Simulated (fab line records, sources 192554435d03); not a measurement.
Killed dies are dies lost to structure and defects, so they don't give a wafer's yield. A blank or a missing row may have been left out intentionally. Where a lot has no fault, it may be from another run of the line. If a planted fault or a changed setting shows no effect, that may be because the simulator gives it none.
Split-lot experiment | flow n5_finfet | 21 wafers read from 7 lots, route of 1938 steps

ON THE SPLIT
At N5_BEOL_M8_DESCUM_33 (chemistry O2, time 7 s), the setting time_s was moved away from the recipe's 7 s on 4 of the 21 wafers read, by -16.7% to +12.5%. All remaining wafers had this setting at the recipe value.

FROM SPLIT TO READING: 1 step shown by the file between the two
- N5_BEOL_M8_ETCH_72: etches underlayer in N2/H2, target depth 6.5 nm, time 5.2 s

THE READING
CAR-EUV_of_BEOL_M8_COAT_22.thk_nm (the simulator's own value, which no gauge read), in nm, at N5_BEOL_M8_ETCH_65 (etches SiARC in CF4, target depth 15.6 nm, time 26 s). The file gives no usual value for it. Average 11.2 nm, standard deviation 0.064 nm, over the 17 wafers here run with the recipe.

wafer  | tool, chamber at the split | time_s as run, s | against the recipe | CAR-EUV_of_BEOL_M8_COAT_22.thk_nm, nm | against lot-mates on the recipe
L076.1 | rie_diel-01, 0             | 7                | recipe             | 11.2                                  | -
L076.2 | rie_diel-01, 3             | 7                | recipe             | 11.2                                  | -
L076.6 | rie_diel-01, 0             | 7.876            | +12.5%             | 10.8                                  | -0.4
L082.2 | rie_diel-04, 1,3           | 7                | recipe             | 11.2                                  | -
L082.3 | rie_diel-04, 1,3           | 7                | recipe             | 11.2                                  | -
L082.4 | rie_diel-04, 2             | 7                | recipe             | 11.2                                  | -
L089.2 | rie_diel-04, 3,2           | 7                | recipe             | 11                                    | -
L089.3 | rie_diel-04, 3,2           | 7                | recipe             | 11                                    | -
L089.5 | rie_diel-04, 1             | 7                | recipe             | 11.2                                  | -
L087.2 | rie_diel-05, 1             | 5.831            | -16.7%             | 11.8                                  | +0.6
L087.3 | rie_diel-05, 2             | 7                | recipe             | 11.2                                  | -
L087.6 | rie_diel-05, 2             | 5.831            | -16.7%             | 11.8                                  | +0.6
L092.1 | rie_diel-04, 1             | 7                | recipe             | 11.2                                  | -
L092.3 | rie_diel-04, 0             | 7                | recipe             | 11.2                                  | -
L092.6 | rie_diel-04, 2             | 7                | recipe             | 11.2                                  | -
L094.1 | rie_diel-01, 3,1           | 7                | recipe             | 11.2                                  | -
L094.3 | rie_diel-01, 3,1           | 7                | recipe             | 11.2                                  | -
L094.4 | rie_diel-01, 2             | 7                | recipe             | 11.2                                  | -
L097.1 | rie_diel-01, 2             | 7                | recipe             | 11.2                                  | -
L097.3 | rie_diel-01, 0             | 7                | recipe             | 11.2                                  | -
L097.5 | rie_diel-01, 0             | 6.314            | -9.8%              | 11.4                                  | +0.2
If several chambers appear in one row, that row covers several wafers at once and the file leaves open which wafer was in which chamber.

THE FIT
A straight line over all 21 wafers: CAR-EUV_of_BEOL_M8_COAT_22.thk_nm changes by -0.0341 nm for each +1% of time_s; r = -0.95; the points scatter about the line by 0.069 nm.
The same after taking each lot's own level away (the mean of its wafers on the recipe; 21 wafers): -0.0334 nm for each +1%; r = -0.97; scatter 0.05 nm.
According to that fit, moving time_s by its largest amount changes the reading by 0.56 nm.
The span of the lots' own levels, 11.07 to 11.20 nm, comes to 2.1 times the standard deviation stated above.
Consequently the slope shifts little with the lot-to-lot level, the two slopes agreeing.
Check: +0.532 nm against its lot-mates is what the line predicts for one of the wafers moved furthest among these (-16.7%) when that wafer is left out of the fit. Against them it came out at +0.6 nm.

FURTHER SPLITS ON THESE WAFERS
Other splits were also applied to these wafers ahead of the reading. Each is held against what the fit with the lots' levels taken away leaves over:
other split on the same wafers   | wafers away from the commonest value | r with CAR-EUV_of_BEOL_M8_COAT_22.thk_nm (lot level and that fit taken away)
N5_BEOL_M6_TRENCH_ETCH_37 time_s | 5                                    | +0.30
N5_BEOL_M8_EXPOSE_25 dose_mj     | 7                                    | -0.39

THE WHOLE CHAIN: every reading that the file lists as answering this split, in the file's order
step                 | what it does                                                | reading                                                                            | change (the file's fit)                | r (the file's)
N5_BEOL_M8_DESCUM_33 | chemistry O2, time 7 s                                      | CAR-EUV_of_BEOL_M8_COAT_22.thk_nm (the simulator's own value, which no gauge read) | -0.0283 nm for each +1% of the setting | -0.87
N5_BEOL_M8_ETCH_72   | etches underlayer in N2/H2, target depth 6.5 nm, time 5.2 s | CAR-EUV_of_BEOL_M8_COAT_22.thk_nm (the simulator's own value, which no gauge read) | -0.0356 nm for each +1% of the setting | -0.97
N5_BEOL_M8_ETCH_65   | etches SiARC in CF4, target depth 15.6 nm, time 26 s        | CAR-EUV_of_BEOL_M8_COAT_22.thk_nm (the simulator's own value, which no gauge read) | -0.032 nm for each +1% of the setting  | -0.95

FILE'S OWN FIT
CAR-EUV_of_BEOL_M8_COAT_22.thk_nm changes by -0.032 nm for each +1% of time_s, r = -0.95.
